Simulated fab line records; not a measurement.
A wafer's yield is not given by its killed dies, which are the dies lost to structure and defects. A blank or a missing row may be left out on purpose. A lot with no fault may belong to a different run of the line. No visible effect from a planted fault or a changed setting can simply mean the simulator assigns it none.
Chamber matching | flow n5Finfet | N5_BEOL_M2_STRIP_66 on rieDiel-01: 4 sister chambers
The step strips in CF4. 8 wafers are shown with their chamber, then 9 later ones without.

WAFERS, EACH WITH ITS CHAMBER
wafer  | chamber | showerheadPlenumPTorr (Torr) | drypumpMotorCurrentA (A)
L076.3 | 0       | 1.77                         | 5.5
L076.4 | 0       | 1.77                         | 5.5
L082.5 | 2       | 1.70                         | 5.9
L083.1 | 1       | 1.85                         | 5.2
L083.5 | 3       | 1.83                         | 4.9
L085.1 | 1       | 1.84                         | 5.2
L085.4 | 2       | 1.70                         | 6.0
L085.5 | 3       | 1.83                         | 5.0

WAFERS MISSING THEIR CHAMBER
wafer  | showerheadPlenumPTorr (Torr) | drypumpMotorCurrentA (A)
L086.1 | 1.77                         | 5.5
L086.2 | 1.83                         | 5.0
L086.4 | 1.77                         | 5.5
L091.1 | 1.84                         | 5.3
L091.2 | 1.76                         | 5.5
L091.4 | 1.84                         | 5.2
L096.1 | 1.84                         | 5.2
L096.5 | 1.82                         | 4.9
L096.6 | 1.76                         | 5.5

THE CHAMBER EACH PASSED THROUGH
wafer  | from the rows above | in truth
L086.1 | 0                   | 0
L086.2 | 3                   | 3
L086.4 | 0                   | 0
L091.1 | 1                   | 1
L091.2 | 0                   | 0
L091.4 | 1                   | 1
L096.1 | 1                   | 1
L096.5 | 3                   | 3
L096.6 | 0                   | 0
9 of 9 placed correctly. Not placeable from these rows: 0. Number placed wrongly: 0.
How it was worked out, from the rows above alone: a wafer's distance from a chamber is the root of the sum, over the readings, of the square of ((its reading less the chamber's mean) divided by the reading's scatter). The wafer belongs to the nearest chamber; if the next one is less than 2 further off, it can't be placed. For every chamber, the mean is computed from those of its wafers that are shown. The scatter: the root of (the sum of the squares of (reading less its chamber's mean) over the shown wafers, divided by (wafers less chambers)).
